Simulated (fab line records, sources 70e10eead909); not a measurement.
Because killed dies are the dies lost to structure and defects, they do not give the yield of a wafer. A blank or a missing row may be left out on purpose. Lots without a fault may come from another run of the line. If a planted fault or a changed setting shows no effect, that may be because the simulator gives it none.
Matching of chambers + flow nand_harc + 4 sister chambers for NHARC_A_CONTACT_DESCUM_47 on rie_diel-12
The step chemistry O2, time 3 s. 22 wafers are shown with their chamber, then 10 later ones without.

## EACH WAFER AND ITS CHAMBER
| wafer  | chamber | drypump_motor_current_A (A) | showerhead_plenum_p_Torr (Torr) | oes_product_au (a.u.) |
|--------|---------|-----------------------------|---------------------------------|-----------------------|
| L592.1 | 1       | 5.7                         | 2.01                            | 1.005                 |
| L592.5 | 3       | 6.6                         | 1.97                            | 1.008                 |
| L592.6 | 2       | 5.6                         | 1.90                            | 0.999                 |
| L595.1 | 2       | 5.6                         | 1.90                            | 1.001                 |
| L595.2 | 3       | 6.5                         | 1.96                            | 1.005                 |
| L595.6 | 1       | 5.7                         | 2.01                            | 0.992                 |
| L603.2 | 2       | 5.6                         | 1.90                            | 1.004                 |
| L603.4 | 0       | 6.0                         | 1.91                            | 0.994                 |
| L603.6 | 2       | 5.6                         | 1.90                            | 1.007                 |
| L602.1 | 2       | 5.6                         | 1.90                            | 0.997                 |
| L602.6 | 1       | 5.7                         | 2.00                            | 0.991                 |
| L600.2 | 0       | 6.0                         | 1.91                            | 0.983                 |
| L600.3 | 2       | 5.6                         | 1.90                            | 1.001                 |
| L600.4 | 1       | 5.7                         | 2.00                            | 0.998                 |
| L608.1 | 2       | 5.6                         | 1.89                            | 1.007                 |
| L608.4 | 0       | 6.0                         | 1.91                            | 0.997                 |
| L608.5 | 2       | 5.6                         | 1.89                            | 1.003                 |
| L609.2 | 0       | 6.0                         | 1.91                            | 1.009                 |
| L609.3 | 3       | 6.6                         | 1.96                            | 0.996                 |
| L609.4 | 2       | 5.6                         | 1.89                            | 1.009                 |
| L610.2 | 2       | 5.6                         | 1.89                            | 0.999                 |
| L610.4 | 3       | 6.5                         | 1.96                            | 1.001                 |

SIGNATURES (averages over the wafers above)
| reading                  | chamber 0 | chamber 1 | chamber 2 | chamber 3 | scatter within a chamber |
|--------------------------|-----------|-----------|-----------|-----------|--------------------------|
| drypump_motor_current_A  | 6.000     | 5.700     | 5.600     | 6.550     | 0.0236                   |
| showerhead_plenum_p_Torr | 1.9100    | 2.0050    | 1.8960    | 1.9625    | 0.0048                   |
| oes_product_au           | 0.99575   | 0.99650   | 1.00270   | 1.00250   | 0.0062                   |
Rule: distance of a wafer from a chamber = root of the sum over the readings of ((wafer's reading minus chamber's mean) / reading's scatter) squared. If the next closest chamber is less than 2 further off than the closest, the wafer can't be placed; otherwise it belongs to the closest. The scatter is the square root of a quotient: the sum, over the shown wafers, of each reading's squared deviation from its chamber's mean, divided by wafers minus chambers.

## WAFERS MISSING THEIR CHAMBER
| wafer  | drypump_motor_current_A (A) | showerhead_plenum_p_Torr (Torr) | oes_product_au (a.u.) |
|--------|-----------------------------|---------------------------------|-----------------------|
| L610.6 | 5.7                         | 2.00                            | 0.998                 |
| L612.1 | 5.6                         | 1.89                            | 1.006                 |
| L612.4 | 6.1                         | 1.90                            | 1.006                 |
| L612.6 | 5.6                         | 1.89                            | 1.009                 |
| L613.1 | 5.7                         | 2.00                            | 0.990                 |
| L613.5 | 6.5                         | 1.96                            | 0.992                 |
| L613.6 | 6.0                         | 1.90                            | 1.001                 |
| L614.2 | 6.6                         | 1.95                            | 0.974                 |
| L614.4 | 6.6                         | 1.95                            | 0.996                 |
| L614.6 | 6.5                         | 1.95                            | 0.998                 |

## WHICH CHAMBER EACH WENT THROUGH
| wafer  | from the rows above | in truth |
|--------|---------------------|----------|
| L610.6 | 1                   | 1        |
| L612.1 | 2                   | 2        |
| L612.4 | 0                   | 0        |
| L612.6 | 2                   | 2        |
| L613.1 | 1                   | 1        |
| L613.5 | 3                   | 3        |
| L613.6 | 0                   | 0        |
| L614.2 | 3                   | 3        |
| L614.4 | 3                   | 3        |
| L614.6 | 3                   | 3        |
Correctly placed: 10 of 10. From these rows, 0 cannot be placed. Placed wrongly: 0.
